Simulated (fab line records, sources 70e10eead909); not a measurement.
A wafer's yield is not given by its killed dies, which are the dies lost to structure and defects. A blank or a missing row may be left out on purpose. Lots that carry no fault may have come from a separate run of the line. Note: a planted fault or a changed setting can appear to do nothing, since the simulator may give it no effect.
fab line records	flow nand-harc
record lots=24	wafers=72	last-day=33
route steps=1302 shown A_START@389 A_ZERO_WELL@405 A_ONON_D1@449 A_CHANNEL_HOLE_D1@462 A_CHANNEL_FILL_D1@496
lots untouched by any fault: they come from a run of this same line in which no faults occurred
start-h: hours from the record's opening day to when the first of the lot's shown wafers began	wait-h: how many hours have passed since the lot's step before this one	" identical to the entry in the row above	L1.1+2: a row that stands for several wafers	- no value present, or no start provided	* or withheld: withheld	< > ~ a bound
route shown NAME@n: a module of which the file shows steps, and the number in the route of the first	usual: mean/standard deviation of fault-free wafers	same: alike in all rows	chamber/n: place in a boat	sites: per-site readings	_std_site: standard deviation of those values	_edge_site: outer sites' mean less inner sites'	radius-mm: how far each site lies from the wafer's centre	mask NAME#n: copy n	behind: the last tool/chamber to shape the wafer	hold: why the lot went on hold/how many hours it stayed there/how the hold came to an end	device: whichever transistor did not switch (one of n, p or np)	end of line: the same wafers' tests at the end of the route	a step with no rows: only its recipe	killed: at the first sort, the dies lost to defects and structure; wafer yield is something else	map: a wafer's dies, marking killed ones x, the rest . and places with no die _
set.NAME: setting as actually run; set.NAME@STEP: the setting as run at that earlier step	model.NAME: the simulator's own value behind a step, which no gauge read
one table for each step of the route and one row for each wafer, over a sample of lots
services: when a tool's chamber went out of use (start-h, in hours from the record's first day, below 0 if earlier), for how many hours, and the reason
## steps
# step NHARC_A_START_INSPECT_01
# usual raw-defect-count=3.4/1.7
lot.wafer	tool	chamber	start-h	wait-h	raw-defect-count
L074.2	defect-inspect-02	-	133.50	-	3
L074.3	"	-	"	"	3
L074.5	"	-	"	"	4
L075.2	defect-inspect-01	-	149.89	-	2
L075.4	"	-	"	"	2
L075.5	"	-	"	"	2
L076.1	defect-inspect-01	-	161.52	-	3
L076.2	"	-	"	"	1
L076.4	"	-	"	"	2
L077.3	defect-inspect-02	-	163.23	-	3
L077.4	"	-	"	"	5
L077.5	"	-	"	"	6
L078.1	defect-inspect-02	-	175.08	-	3
L078.3	"	-	"	"	2
L078.5	"	-	"	"	5
L079.1	defect-inspect-01	-	186.98	-	3
L079.4	"	-	"	"	2
L079.5	"	-	"	"	3
L080.1	defect-inspect-01	-	196.73	-	5
L080.2	"	-	"	"	4
L080.6	"	-	"	"	2
L081.2	defect-inspect-01	-	212.20	-	1
L081.3	"	-	"	"	2
L081.6	"	-	"	"	6
L082.1	defect-inspect-02	-	214.15	-	5
L082.2	"	-	"	"	6
L082.4	"	-	"	"	3
L083.1	defect-inspect-02	-	231.55	-	2
L083.3	"	-	"	"	3
L083.4	"	-	"	"	2
L084.2	defect-inspect-02	-	236.35	-	3
L084.4	"	-	"	"	0
L084.6	"	-	"	"	6
L085.3	defect-inspect-01	-	248.69	-	3
L085.5	"	-	"	"	2
L085.6	"	-	"	"	5
L086.3	defect-inspect-01	-	265.73	-	7
L086.5	"	-	"	"	6
L086.6	"	-	"	"	3
L087.2	defect-inspect-02	-	266.51	-	6
L087.4	"	-	"	"	3
L087.5	"	-	"	"	1
L089.3	defect-inspect-01	-	282.21	-	3
L089.5	"	-	"	"	5
L089.6	"	-	"	"	4
L088.1	defect-inspect-01	-	283.47	-	3
L088.3	"	-	"	"	2
L088.5	"	-	"	"	1
L090.1	defect-inspect-01	-	298.60	-	2
L090.3	"	-	"	"	5
L090.4	"	-	"	"	4
L091.1	defect-inspect-01	-	300.65	-	2
L091.2	"	-	"	"	1
L091.6	"	-	"	"	4
L092.1	defect-inspect-01	-	318.41	-	3
L092.4	"	-	"	"	5
L092.6	"	-	"	"	7
L093.1	defect-inspect-02	-	325.26	-	4
L093.2	"	-	"	"	2
L093.6	"	-	"	"	3
L094.1	defect-inspect-02	-	336.44	-	1
L094.2	"	-	"	"	3
L094.6	"	-	"	"	5
L095.3	defect-inspect-02	-	343.52	-	4
L095.5	"	-	"	"	3
L095.6	"	-	"	"	2
L096.2	defect-inspect-02	-	356.77	-	4
L096.3	"	-	"	"	3
L096.5	"	-	"	"	3
L097.3	defect-inspect-02	-	363.19	-	2
L097.4	"	-	"	"	4
L097.6	"	-	"	"	4
# step NHARC_A_ZERO_WELL_ETCH_13
# recipe target-depth-a=1200	time-s=40.1	hbr-flow-sccm=150	cl2-flow-sccm=50	rf-w=400	icp-w=400	bias-w=100	chemistry=HBr/Cl2
# usual drypump-motor-current-A=5.9/0.43	oes-product-au=0.999/0.016	throttle-valve-pct=26.405/0.009
lot.wafer	tool	chamber	start-h	wait-h	drypump-motor-current-A	oes-product-au	rf-hours-counter-h	throttle-valve-pct
L074.2	rie-si-02	1	134.70	-	5.5	0.981	0.28	26.418
L074.3	"	3	"	"	6.4	1.002	0.14	26.418
L074.5	"	1	"	"	5.5	0.976	-	26.417
L075.2	rie-si-06	1	151.19	-	5.4	1.016	0.39	26.404
L075.4	"	0	"	"	5.8	0.987	0.38	26.406
L075.5	"	2	"	"	6.0	0.998	-	26.410
L076.1	rie-si-06	0	162.59	-	5.8	0.990	0.41	26.394
L076.2	"	1	"	"	5.3	1.016	0.44	26.404
L076.4	"	3	"	"	5.8	1.000	0.37	26.392
L077.3	rie-si-02	2	164.43	-	5.7	1.006	0.31	26.386
L077.4	"	3	"	"	6.4	0.995	0.28	26.416
L077.5	"	1	"	"	5.5	0.982	-	26.404
L078.1	rie-si-02	1	176.32	-	5.5	0.979	0.54	26.407
L078.3	"	2	"	"	5.8	1.011	0.40	26.420
L078.5	"	1	"	"	5.5	0.981	-	26.402
L079.4	rie-si-02	1	188.19	-	5.5	0.982	0.61	26.405
L079.1	"	2	"	"	5.7	1.009	0.49	26.399
L079.5	"	1	"	"	5.5	0.981	-	26.401
L080.1	rie-si-06	0	197.81	-	5.8	0.985	0.68	26.420
L080.2	"	1	"	"	5.3	0.999	0.79	26.413
L080.6	"	0	"	"	5.8	0.993	-	26.391
L081.2	rie-si-04	2	213.28	-	5.3	1.017	0.24	26.394
L081.3	"	1	"	"	6.3	0.995	0.26	26.386
L081.6	"	2	"	"	5.3	1.017	-	26.405
L082.1	rie-si-04	0	215.35	-	6.3	1.013	0.21	26.404
L082.4	"	2	"	"	5.3	1.018	0.29	26.392
L082.2	"	3	"	"	6.6	0.963	0.21	26.407
L083.3	rie-si-04	2	232.75	-	5.3	1.017	0.35	26.405
L083.4	"	3	"	"	6.6	0.972	0.28	26.414
L083.1	"	0	"	"	6.3	1.028	0.30	26.410
L084.4	rie-si-04	2	237.57	-	5.3	1.014	0.42	26.418
L084.2	"	0	"	"	6.3	1.011	0.36	26.407
L084.6	"	2	"	"	5.4	1.018	-	26.400
L085.3	rie-si-04	3	249.76	-	6.6	0.976	0.40	26.404
L085.6	"	3	"	"	6.6	0.976	-	26.396
L085.5	"	0	"	"	6.3	1.019	-	26.406
L086.3	rie-si-04	0	266.83	-	6.3	1.016	0.56	26.399
L086.6	"	2	"	"	5.3	1.019	-	26.407
L086.5	"	3	"	"	6.6	0.962	-	26.401
L087.4	rie-si-06	2	267.61	-	6.0	0.994	0.11	26.407
L087.2	"	3	"	"	5.8	1.004	0.08	26.412
L087.5	"	1	"	"	5.3	1.002	-	26.412
L089.3	rie-si-06	1	283.30	-	5.4	0.995	0.24	26.382
L089.5	"	3	"	"	5.8	1.000	-	26.420
L089.6	"	0	"	"	5.8	0.982	-	26.397
L088.3	rie-si-04	3	284.56	-	6.6	0.969	0.80	26.393
L088.1	"	0	"	"	6.3	1.022	0.75	26.415
L088.5	"	2	"	"	5.3	1.028	-	26.405
L090.3	rie-si-06	3	299.79	-	5.8	1.013	0.30	26.406
L090.1	"	1	"	"	5.3	1.012	0.39	26.414
L090.4	"	2	"	"	5.9	0.998	0.33	26.400
L091.2	rie-si-02	3	301.72	-	6.4	1.016	0.06	26.417
L091.1	"	1	"	"	5.5	1.002	0.06	26.389
L091.6	"	0	"	"	5.5	1.006	-	26.398
L092.1	rie-si-06	1	319.49	-	5.3	1.006	0.47	26.401
L092.4	"	3	"	"	5.8	0.995	0.41	26.410
L092.6	"	1	"	"	5.3	1.007	-	26.390
L093.1	rie-si-02	1	326.51	-	5.6	1.011	0.17	26.410
L093.2	"	0	"	"	5.5	1.012	0.18	26.399
L093.6	"	2	"	"	5.7	0.989	-	26.399
L094.1	rie-si-02	0	337.65	-	5.5	1.005	0.28	26.405
L094.2	"	1	"	"	5.5	1.000	0.26	26.411
L094.6	"	0	"	"	5.5	1.005	-	26.405
L095.3	rie-si-06	0	344.81	-	5.8	0.995	0.65	26.412
L095.6	"	2	"	"	6.0	1.001	-	26.417
L095.5	"	3	"	"	5.8	0.991	-	26.407
L096.3	rie-si-04	1	357.97	-	6.3	0.983	0.04	26.419
L096.2	"	3	"	"	6.6	1.000	0.08	26.406
L096.5	"	2	"	"	5.3	1.027	-	26.403
L097.4	rie-si-04	1	364.26	-	6.2	0.990	0.09	26.394
L097.3	"	0	"	"	6.3	1.010	0.07	26.397
L097.6	"	1	"	"	6.3	0.986	-	26.412
# step NHARC_A_ONON_D1_INSPECT_32
# usual raw-defect-count=76/26
lot.wafer	tool	chamber	start-h	wait-h	raw-defect-count
L074.2	defect-inspect-02	-	170.79	0.0	81
L074.3	"	-	"	"	83
L074.5	"	-	"	"	83
L075.2	defect-inspect-01	-	188.56	0.0	54
L075.4	"	-	"	"	43
L075.5	"	-	"	"	54
L076.1	defect-inspect-02	-	200.67	0.0	63
L076.2	"	-	"	"	81
L076.4	"	-	"	"	26
L077.3	defect-inspect-01	-	200.68	0.0	43
L077.4	"	-	"	"	104
L077.5	"	-	"	"	71
L078.1	defect-inspect-02	-	218.70	0.0	133
L078.3	"	-	"	"	94
L078.5	"	-	"	"	127
L079.1	defect-inspect-02	-	224.61	0.0	64
L079.4	"	-	"	"	62
L079.5	"	-	"	"	50
L080.1	defect-inspect-01	-	235.65	0.0	57
L080.2	"	-	"	"	84
L080.6	"	-	"	"	100
L081.2	defect-inspect-02	-	250.51	0.0	111
L081.3	"	-	"	"	68
L081.6	"	-	"	"	53
L082.1	defect-inspect-01	-	250.51	0.0	37
L082.2	"	-	"	"	55
L082.4	"	-	"	"	49
L083.1	defect-inspect-02	-	267.38	0.0	46
L083.3	"	-	"	"	106
L083.4	"	-	"	"	41
L084.2	defect-inspect-01	-	273.23	0.0	100
L084.4	"	-	"	"	90
L084.6	"	-	"	"	93
L085.3	defect-inspect-01	-	287.49	0.0	91
L085.5	"	-	"	"	86
L085.6	"	-	"	"	63
L087.2	defect-inspect-01	-	301.85	0.0	65
L087.4	"	-	"	"	91
L087.5	"	-	"	"	53
L086.3	defect-inspect-02	-	301.96	0.0	103
L086.5	"	-	"	"	106
L086.6	"	-	"	"	70
L088.1	defect-inspect-01	-	317.56	0.0	79
L088.3	"	-	"	"	74
L088.5	"	-	"	"	43
L089.3	defect-inspect-02	-	317.60	0.0	36
L089.5	"	-	"	"	50
L089.6	"	-	"	"	69
L091.1	defect-inspect-01	-	335.67	0.0	78
L091.2	"	-	"	"	86
L091.6	"	-	"	"	114
L090.1	defect-inspect-02	-	335.94	0.0	36
L090.3	"	-	"	"	70
L090.4	"	-	"	"	45
L092.1	defect-inspect-02	-	354.64	0.0	102
L092.4	"	-	"	"	87
L092.6	"	-	"	"	99
L093.1	defect-inspect-02	-	362.47	0.0	31
L093.2	"	-	"	"	87
L093.6	"	-	"	"	39
L094.1	defect-inspect-02	-	374.00	0.0	70
L094.2	"	-	"	"	71
L094.6	"	-	"	"	61
L095.3	defect-inspect-02	-	385.39	0.0	93
L095.5	"	-	"	"	97
L095.6	"	-	"	"	85
L096.2	defect-inspect-01	-	393.95	0.0	62
L096.3	"	-	"	"	86
L096.5	"	-	"	"	51
L097.3	defect-inspect-01	-	401.63	0.0	67
L097.4	"	-	"	"	62
L097.6	"	-	"	"	54
# step NHARC_A_CHANNEL_HOLE_D1_CD_MEAS_10
# recipe target-cd-nm=100	landing-energy-ev=500
# usual cd-nm=100.6/0.7
lot.wafer	tool	chamber	start-h	wait-h	cd-nm
L074.2	cd-sem-03	0	173.52	-	99.6
L074.3	"	0	"	"	100.4
L074.5	"	0	"	"	100.4
L075.2	cd-sem-03	0	194.33	-	101.4
L075.4	"	0	"	"	100.7
L075.5	"	0	"	"	100.9
L076.1	cd-sem-01	0	203.67	-	102.3
L076.2	"	0	"	"	101.4
L076.4	"	0	"	"	100.9
L077.3	cd-sem-01	0	204.92	-	100.7
L077.4	"	0	"	"	101.3
L077.5	"	0	"	"	101.1
L078.1	cd-sem-01	0	221.42	-	99.8
L078.3	"	0	"	"	101.8
L078.5	"	0	"	"	100.9
L079.1	cd-sem-01	0	228.07	-	100.3
L079.4	"	0	"	"	99.9
L079.5	"	0	"	"	100.7
L080.1	cd-sem-02	0	239.87	-	101.7
L080.2	"	0	"	"	101.7
L080.6	"	0	"	"	101.7
L081.2	cd-sem-02	0	255.89	-	100.4
L081.3	"	0	"	"	101.8
L081.6	"	0	"	"	101.7
L082.1	cd-sem-02	0	257.36	-	99.0
L082.2	"	0	"	"	99.2
L082.4	"	0	"	"	99.8
L083.1	cd-sem-03	0	272.81	-	100.9
L083.3	"	0	"	"	100.6
L083.4	"	0	"	"	100.9
L084.2	cd-sem-03	0	278.43	-	100.3
L084.4	"	0	"	"	100.3
L084.6	"	0	"	"	100.5
L085.3	cd-sem-03	0	291.06	-	99.7
L085.5	"	0	"	"	100.6
L085.6	"	0	"	"	99.8
L087.2	cd-sem-02	0	308.28	-	100.9
L087.4	"	0	"	"	101.2
L087.5	"	0	"	"	100.1
L086.3	cd-sem-03	0	308.83	-	100.1
L086.5	"	0	"	"	100.5
L086.6	"	0	"	"	98.9
L088.1	cd-sem-03	0	321.14	-	100.4
L088.3	"	0	"	"	101.1
L088.5	"	0	"	"	100.8
L089.3	cd-sem-01	0	321.93	-	100.8
L089.5	"	0	"	"	100.5
L089.6	"	0	"	"	100.4
L091.1	cd-sem-02	0	338.26	-	100.1
L091.2	"	0	"	"	100.7
L091.6	"	0	"	"	100.1
L090.1	cd-sem-02	0	338.64	-	100.2
L090.3	"	0	"	"	99.6
L090.4	"	0	"	"	101.1
L092.1	cd-sem-01	0	357.29	-	100.4
L092.4	"	0	"	"	101.7
L092.6	"	0	"	"	101.0
L093.1	cd-sem-02	0	365.20	-	100.8
L093.2	"	0	"	"	100.4
L093.6	"	0	"	"	101.5
L094.1	cd-sem-01	0	377.56	-	100.4
L094.2	"	0	"	"	99.7
L094.6	"	0	"	"	100.0
L095.3	cd-sem-02	0	389.03	-	100.3
L095.5	"	0	"	"	99.9
L095.6	"	0	"	"	101.4
L096.2	cd-sem-03	0	396.66	-	99.7
L096.3	"	0	"	"	100.4
L096.5	"	0	"	"	100.4
L097.3	cd-sem-03	0	404.34	-	99.4
L097.4	"	0	"	"	99.6
L097.6	"	0	"	"	100.1
# step NHARC_A_CHANNEL_HOLE_D1_ETCH_38
# recipe target-depth-a=390	over-etch-frac=0.3	time-s=65	ion-energy-ev=80	cf4-flow-sccm=150	ar-flow-sccm=0	rf-w=300	bias-w=100	chemistry=CF4
# usual drypump-motor-current-A=5.9/0.47	oes-product-au=0.999/0.013	rf-vpp-V=151.2/1.1	showerhead-plenum-p-Torr=1.77/0.055	throttle-valve-pct=13.285/0.0084
# same over-etch-frac=0.3
lot.wafer	tool	chamber	start-h	wait-h	drypump-motor-current-A	oes-product-au	rf-hours-counter-h	rf-vpp-V	showerhead-plenum-p-Torr	throttle-valve-pct
L074.2	rie-diel-06	2	173.96	0.1	5.3	1.008	14	153.1	1.82	13.280
L074.3	"	1	"	"	5.8	0.997	14	150.5	1.76	13.286
L074.5	"	3	"	"	5.2	0.998	-	151.2	1.77	13.289
L075.4	rie-diel-05	1	194.60	0.1	6.3	1.015	47	151.5	1.89	13.286
L075.2	"	3	"	"	5.5	0.998	47	151.0	1.77	13.274
L075.5	"	1	"	"	6.3	1.011	-	153.3	1.89	13.275
L076.2	rie-diel-06	2	203.94	0.1	5.3	0.999	20	151.8	1.82	13.281
L076.1	"	0	"	"	6.1	1.004	20	150.8	1.80	13.298
L076.4	"	1	"	"	5.9	0.997	22	150.4	1.75	13.282
L077.3	rie-diel-05	2	205.19	0.1	5.7	1.020	50	148.4	1.64	13.281
L077.4	"	0	"	"	5.7	1.012	47	152.2	1.73	13.277
L077.5	"	1	"	"	6.3	1.001	-	152.4	1.89	13.289
L078.1	rie-diel-13	3	221.70	0.1	5.4	0.997	2	153.1	1.84	13.297
L078.3	"	0	"	"	5.5	0.978	2	151.0	1.74	13.296
L078.5	"	2	"	"	6.3	0.990	-	150.7	1.74	13.288
L079.1	rie-diel-13	0	228.34	0.1	5.5	0.977	3	152.3	1.74	13.281
L079.4	"	1	"	"	6.5	1.007	2	149.6	1.75	13.296
L079.5	"	0	"	"	5.5	0.980	-	151.6	1.74	13.296
L080.2	rie-diel-13	0	240.15	0.1	5.5	0.981	4	151.1	1.74	13.266
L080.1	"	1	"	"	6.5	1.011	3	151.5	1.75	13.289
L080.6	"	2	"	"	6.3	0.992	-	151.5	1.74	13.285
L081.3	rie-diel-13	1	256.18	0.1	6.5	1.010	4	150.2	1.75	13.289
L081.2	"	3	"	"	5.4	0.982	6	153.5	1.83	13.272
L081.6	"	1	"	"	6.5	1.008	-	150.7	1.75	13.267
L082.1	rie-diel-13	2	257.63	0.1	6.2	0.989	6	152.1	1.74	13.289
L082.2	"	0	"	"	5.4	0.986	5	149.8	1.74	13.283
L082.4	"	1	"	"	6.5	1.026	5	151.6	1.75	13.300
L083.4	rie-diel-13	2	273.08	0.1	6.3	0.988	7	150.8	1.74	13.291
L083.3	"	0	"	"	5.4	0.990	7	150.8	1.74	13.283
L083.1	"	1	"	"	6.5	0.999	6	151.6	1.75	13.280
L084.4	rie-diel-13	1	278.70	0.1	6.5	1.007	6	151.5	1.75	13.293
L084.2	"	0	"	"	5.5	0.996	8	150.2	1.74	13.286
L084.6	"	2	"	"	6.2	0.978	-	152.0	1.74	13.292
L085.3	rie-diel-13	0	291.32	0.1	5.5	0.981	8	151.5	1.74	13.299
L085.5	"	0	"	"	5.5	0.990	-	150.8	1.74	13.288
L085.6	"	1	"	"	6.5	0.997	-	150.6	1.75	13.301
L087.4	rie-diel-05	3	308.56	0.1	5.6	1.012	21	151.4	1.76	13.284
L087.2	"	0	"	"	5.6	1.018	24	151.0	1.72	13.283
L087.5	"	1	"	"	6.3	1.001	-	153.4	1.88	13.282
L086.3	rie-diel-13	3	309.11	0.1	5.4	0.992	12	152.2	1.83	13.284
L086.6	"	0	"	"	5.5	0.986	-	151.3	1.73	13.303
L086.5	"	1	"	"	6.6	1.008	-	150.2	1.75	13.281
L088.1	rie-diel-13	0	321.41	0.1	5.4	0.979	11	151.0	1.73	13.280
L088.3	"	1	"	"	6.5	1.016	10	150.6	1.75	13.279
L088.5	"	0	"	"	5.5	0.989	-	150.2	1.74	13.289
L089.3	rie-diel-05	0	322.21	0.1	5.7	1.025	27	150.0	1.72	13.276
L089.5	"	2	"	"	5.7	1.010	-	153.8	1.90	13.292
L089.6	"	3	"	"	5.6	1.014	-	151.6	1.76	13.302
L091.1	rie-diel-13	2	338.54	0.1	6.2	0.987	13	150.7	1.74	13.287
L091.2	"	0	"	"	5.4	0.967	13	150.9	1.73	13.282
L091.6	"	1	"	"	6.5	1.015	-	150.1	1.75	13.277
L090.4	rie-diel-05	3	338.91	0.1	5.5	1.003	33	151.4	1.76	13.276
L090.1	"	0	"	"	5.7	1.016	32	150.3	1.72	13.282
L090.3	"	1	"	"	6.3	0.995	34	151.7	1.88	13.284
L092.1	rie-diel-13	3	357.58	0.1	5.3	0.994	0	152.1	1.83	13.289
L092.4	"	0	"	"	5.5	0.983	0	149.7	1.73	13.291
L092.6	"	2	"	"	6.3	1.017	-	151.3	1.74	13.278
L093.1	rie-diel-06	3	365.47	0.1	5.2	1.017	14	151.7	1.76	13.296
L093.2	"	1	"	"	5.9	1.005	13	150.0	1.74	13.285
L093.6	"	0	"	"	6.1	1.009	-	151.5	1.79	13.284
L094.1	rie-diel-13	2	377.84	0.1	6.2	1.003	2	150.9	1.74	13.283
L094.2	"	3	"	"	5.3	0.992	2	152.2	1.83	13.294
L094.6	"	1	"	"	6.5	1.000	-	150.9	1.75	13.290
L095.3	rie-diel-06	0	389.31	0.1	6.1	1.012	22	152.5	1.78	13.276
L095.6	"	1	"	"	5.9	1.014	-	150.7	1.74	13.286
L095.5	"	2	"	"	5.3	0.987	-	153.3	1.80	13.290
L096.3	rie-diel-13	1	396.94	0.1	6.5	0.996	2	150.7	1.75	13.300
L096.2	"	3	"	"	5.3	0.988	3	152.6	1.83	13.272
L096.5	"	1	"	"	6.5	0.999	-	150.6	1.75	13.277
L097.3	rie-diel-13	1	404.62	0.1	6.5	0.993	3	149.3	1.75	13.287
L097.4	"	2	"	"	6.3	1.001	4	151.1	1.74	13.285
L097.6	"	0	"	"	5.4	1.000	-	149.3	1.73	13.292
# step NHARC_A_CHANNEL_FILL_D1_ALD_16
# recipe target-thk-a=15	pulse-time-s=10	ald-cycles=15	temp-c=300	material=SiO2
# usual heater-power-w=487/41	precursor-pulse-height-rel=1.001/0.019
lot.wafer	tool	chamber	start-h	wait-h	heater-power-w	precursor-pulse-height-rel
L074.2	ald-hk-04	3	198.50	0.0	461	1.001
L074.3	"	1	"	"	494	1.016
L074.5	"	3	"	"	452	1.024
L075.2	ald-hk-02	1	217.80	0.0	461	0.984
L075.4	"	0	"	"	489	0.989
L075.5	"	1	"	"	461	0.996
L076.1	ald-hk-02	2	223.16	0.0	501	0.973
L076.2	"	3	"	"	484	1.040
L076.4	"	0	"	"	490	0.978
L077.3	ald-hk-04	1	223.19	0.1	494	1.008
L077.4	"	3	"	"	449	1.005
L077.5	"	0	"	"	507	0.990
L078.1	ald-hk-04	2	240.94	0.1	577	0.992
L078.3	"	3	"	"	445	1.005
L078.5	"	0	"	"	475	1.001
L079.1	ald-hk-01	0	249.23	0.0	471	1.035
L079.4	"	2	"	"	416	0.988
L079.5	"	0	"	"	465	0.998
L080.1	ald-hk-01	0	261.02	0.0	468	0.999
L080.2	"	2	"	"	424	0.971
L080.6	"	1	"	"	502	1.004
L082.2	ald-hk-04	3	279.62	0.0	460	0.960
L082.4	"	0	"	"	457	0.969
L082.1	"	2	"	"	550	0.973
L081.3	ald-hk-01	3	279.64	0.1	480	0.976
L081.2	"	0	"	"	473	0.979
L081.6	"	3	"	"	466	1.032
L083.3	ald-hk-01	3	294.28	0.1	466	1.008
L083.4	"	0	"	"	461	1.018
L083.1	"	1	"	"	494	0.992
L084.2	ald-hk-04	1	302.87	0.1	508	0.999
L084.4	"	3	"	"	453	0.990
L084.6	"	0	"	"	458	0.995
L085.3	ald-hk-02	3	310.51	0.1	488	1.004
L085.6	"	1	"	"	457	1.004
L085.5	"	2	"	"	516	1.014
L087.4	ald-hk-04	0	329.75	0.0	462	1.007
L087.2	"	1	"	"	517	1.001
L087.5	"	0	"	"	472	1.011
L086.3	ald-hk-02	0	329.88	0.2	491	1.005
L086.5	"	1	"	"	469	0.961
L086.6	"	2	"	"	506	1.011
L089.3	ald-hk-04	2	341.18	0.1	581	0.994
L089.5	"	2	"	"	573	0.997
L089.6	"	3	"	"	448	1.031
L088.1	ald-hk-01	3	341.23	0.1	493	1.008
L088.3	"	0	"	"	470	0.995
L088.5	"	1	"	"	499	1.000
L090.4	ald-hk-04	0	358.75	0.0	457	1.006
L090.3	"	1	"	"	488	0.995
L090.1	"	3	"	"	460	0.997
L091.2	ald-hk-04	3	359.12	0.4	465	1.006
L091.1	"	1	"	"	499	0.992
L091.6	"	3	"	"	449	0.976
L092.1	ald-hk-04	3	377.47	0.1	469	0.984
L092.4	"	1	"	"	501	0.971
L092.6	"	2	"	"	563	0.977
L093.2	ald-hk-01	0	385.77	0.7	474	1.003
L093.1	"	1	"	"	502	1.004
L093.6	"	2	"	"	404	1.001
L094.2	ald-hk-04	1	397.44	0.0	500	1.009
L094.1	"	3	"	"	452	1.003
L094.6	"	1	"	"	502	1.000
L095.3	ald-hk-02	0	413.63	0.7	468	0.997
L095.5	"	0	"	"	475	1.020
L095.6	"	1	"	"	458	1.023
L096.3	ald-hk-04	2	417.08	0.0	568	0.995
L096.2	"	0	"	"	460	1.019
L096.5	"	3	"	"	467	0.976
L097.4	ald-hk-04	1	423.77	0.0	496	1.013
L097.3	"	2	"	"	581	0.982
L097.6	"	1	"	"	505	1.002
## services
tool	chamber	start-h	hours	kind
ald-hk-01	-	126.18	10.0	pm
rie-diel-13	2	129.30	2.2	repair
rie-si-04	-	165.00	9.0	pm
rie-diel-13	-	165.23	9.0	pm
rie-si-02	2	168.66	1.5	repair
rie-diel-13	1	187.75	21.0	repair
rie-diel-13	2	197.62	2.8	repair
rie-si-04	1	222.90	5.6	repair
ald-hk-01	-	228.73	1.3	repair
rie-si-06	3	229.66	6.9	repair
rie-si-02	1	230.76	15.0	repair
rie-si-02	0	237.84	2.9	repair
rie-si-06	-	249.01	9.0	pm
rie-si-02	3	252.33	20.0	repair
ald-hk-04	-	260.58	10.0	pm
rie-si-02	-	277.02	9.0	pm
ald-hk-04	-	299.88	0.7	repair
rie-si-04	3	300.13	47.2	repair
ald-hk-01	-	305.60	10.0	pm
rie-diel-13	2	310.75	4.6	repair
rie-si-04	-	342.00	9.0	pm
rie-diel-13	-	342.23	9.0	pm
rie-diel-13	-	362.84	3.2	repair
rie-diel-13	1	386.99	5.9	repair
## key
fault none
